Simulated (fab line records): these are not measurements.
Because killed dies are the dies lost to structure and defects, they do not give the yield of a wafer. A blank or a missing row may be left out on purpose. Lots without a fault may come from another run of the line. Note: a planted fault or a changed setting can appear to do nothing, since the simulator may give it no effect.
Split-lot trial | flow n5-finfet | 21 wafers read across 7 lots, on a route 1938 steps long

## THE SPLIT ITSELF
At N5_MOL_CONTACT_COAG_VIA_ETCH_46 (etches SiO2 in C4F6/O2, target depth 46 nm, overetch 9.2 nm, time 40 s), the setting bias-w was moved away from the recipe's 455 W on 6 of the 21 wafers read, by -15.0% to +16.3%. The other wafers ran this setting at the recipe's value.

The split's own step is where the reading is taken.

## THE READING
rf-vpp-V, in V, at N5_MOL_CONTACT_COAG_VIA_ETCH_46 (etches SiO2 in C4F6/O2, target depth 46 nm, overetch 9.2 nm, time 40 s). A value of 1586 V with a standard deviation of 35 V is what fault-free wafers of this fab line usually give.

wafer  | tool, chamber at the split | bias-w as run, W | against the recipe | rf-vpp-V, V | against lot-mates on the recipe
L075.2 | rie-diel-02, 1             | 455              | recipe             | 1536        | -
L075.4 | rie-diel-02, 0             | 455              | recipe             | 1624        | -
L075.6 | rie-diel-02, 3             | 455              | recipe             | 1582        | -
L076.2 | rie-diel-02, 1             | 455              | recipe             | 1535        | -
L076.4 | rie-diel-02, 3             | 455              | recipe             | 1582        | -
L076.6 | rie-diel-02, 1             | 386.6            | -15.0%             | 1358        | -200
L079.1 | rie-diel-06, 2             | 529.1            | +16.3%             | 1819        | +158
L079.4 | rie-diel-06, 3             | 455              | recipe             | 1661        | -
L079.6 | rie-diel-06, 3             | 529.1            | +16.3%             | 1856        | +195
L083.2 | rie-diel-06, 2             | 455              | recipe             | 1627        | -
L083.4 | rie-diel-06, 3             | 455              | recipe             | 1659        | -
L083.5 | rie-diel-06, 1             | 455              | recipe             | 1574        | -
L087.1 | rie-diel-01, 2             | 455              | recipe             | 1553        | -
L087.5 | rie-diel-01, 1             | 406.3            | -10.7%             | 1459        | -94
L087.6 | rie-diel-01, 2             | 406.3            | -10.7%             | 1427        | -126
L092.1 | rie-diel-01, 3             | 455              | recipe             | 1592        | -
L092.5 | rie-diel-01, 1             | 523.1            | +15.0%             | 1760        | +188
L092.6 | rie-diel-01, 2             | 455              | recipe             | 1553        | -
L096.2 | rie-diel-01, 3             | 455              | recipe             | 1592        | -
L096.3 | rie-diel-01, 2             | 455              | recipe             | 1552        | -
L096.4 | rie-diel-01, 0             | 455              | recipe             | 1582        | -

THE FIT
A straight line over all 21 wafers: rf-vpp-V changes by +14.3 V for each +1% of bias-w; r = +0.95; the points scatter about the line by 37 V.
The same after taking each lot's own level away (the mean of its wafers on the recipe; 21 wafers): +11.5 V for each +1%; r = +0.96; scatter 26 V.
According to that fit, moving bias-w by its largest amount changes the reading by 1.9e+02 V.
Across the lots, their own levels run from 1553.0 to 1661.0 V, a range of 3.1 times the standard deviation given above.
Hence the slope depends on the lot-to-lot level, as the two fits are not the same.
Check: for one of the wafers moved furthest among these (+16.3%), held out of the fit, the line's prediction against its lot-mates is +197 V. Against them it came out at +158 V.
Tool readings at the split's step, against how far the setting was moved: rf-vpp-V r = +0.95.

## OTHER SPLITS ON THESE WAFERS
Before the reading, these wafers also passed through other splits. Each is held against what the fit with the lots' levels taken away leaves over:
other split on the same wafers        | wafers away from the commonest value | r with rf-vpp-V (lot level and that fit taken away)
N5_FIN_SAQP_SPACER1_ALD_24 ald-cycles | 12                                   | +0.07
N5_FIN_CUT_EXPOSE_05 dose-mj          | 5                                    | +0.02
N5_DUMMY_GATE_PECVD_30 time-s         | 7                                    | -0.01
N5_DUMMY_GATE_COAT_35 spin-rpm        | 7                                    | -0.13
N5_SDB_EXPOSE_08 dose-mj              | 7                                    | -0.21
N5_HKMG_FIN_COAT_06 spin-rpm          | 7                                    | +0.27
N5_MOL_CONTACT_COAG_ETCH_91 source-w  | 8                                    | -0.17

## THE FILE'S OWN FIT
rf-vpp-V changes by +11.9 V for each +1% of bias-w, r = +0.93.
